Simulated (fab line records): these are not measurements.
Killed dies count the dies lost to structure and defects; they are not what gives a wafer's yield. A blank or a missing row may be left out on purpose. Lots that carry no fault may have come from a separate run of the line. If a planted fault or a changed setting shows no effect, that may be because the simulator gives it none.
Chamber matching	flow n5Finfet	N5_BEOL_M10_DEP_56 on pecvd-01 has 3 sister chambers
The step deposits SiCN from 3MS/NH3, target thk 15 nm, time 26.5 s. 3 wafers are shown with their chamber, then 9 later ones without.

== WAFERS, EACH WITH ITS CHAMBER ==
wafer	chamber	throttleValvePct (%)
L081.1	0	8.3
L087.4	2	8.6
L087.5	1	8.6

== WAFERS MISSING THEIR CHAMBER ==
wafer	throttleValvePct (%)
L088.2	8.1
L088.5	8.0
L088.6	9.0
L090.1	8.6
L090.2	8.8
L090.6	8.8
L093.1	8.6
L093.4	8.7
L093.5	8.3

== WHICH CHAMBER EACH ONE RAN IN ==
wafer	from the rows above	in truth
L088.2	can't be placed: 0 or 1 or 2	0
L088.5	can't be placed: 0 or 1 or 2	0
L088.6	can't be placed: 1 or 2 or 0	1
L090.1	can't be placed: 1 or 2 or 0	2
L090.2	can't be placed: 1 or 2 or 0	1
L090.6	can't be placed: 1 or 2 or 0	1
L093.1	can't be placed: 1 or 2 or 0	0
L093.4	can't be placed: 1 or 2 or 0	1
L093.5	can't be placed: 0 or 1 or 2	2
Correct placement for 0 of the 9. Cannot be placed on the basis of these rows: 9; the candidates contain the true chamber in 9. 0 placed wrongly.
How it was worked out, from the rows above alone: a wafer's distance from a chamber is the root of the sum, over the readings, of the square of ((its reading less the chamber's mean) divided by the reading's scatter). The wafer belongs to the nearest chamber; if the next one is less than 2 further off, it can't be placed. Each chamber's mean is taken over the wafers shown for it. The scatter: root of mean squared gap, hidden wafer to nearest shown wafer, with one shown wafer a chamber.
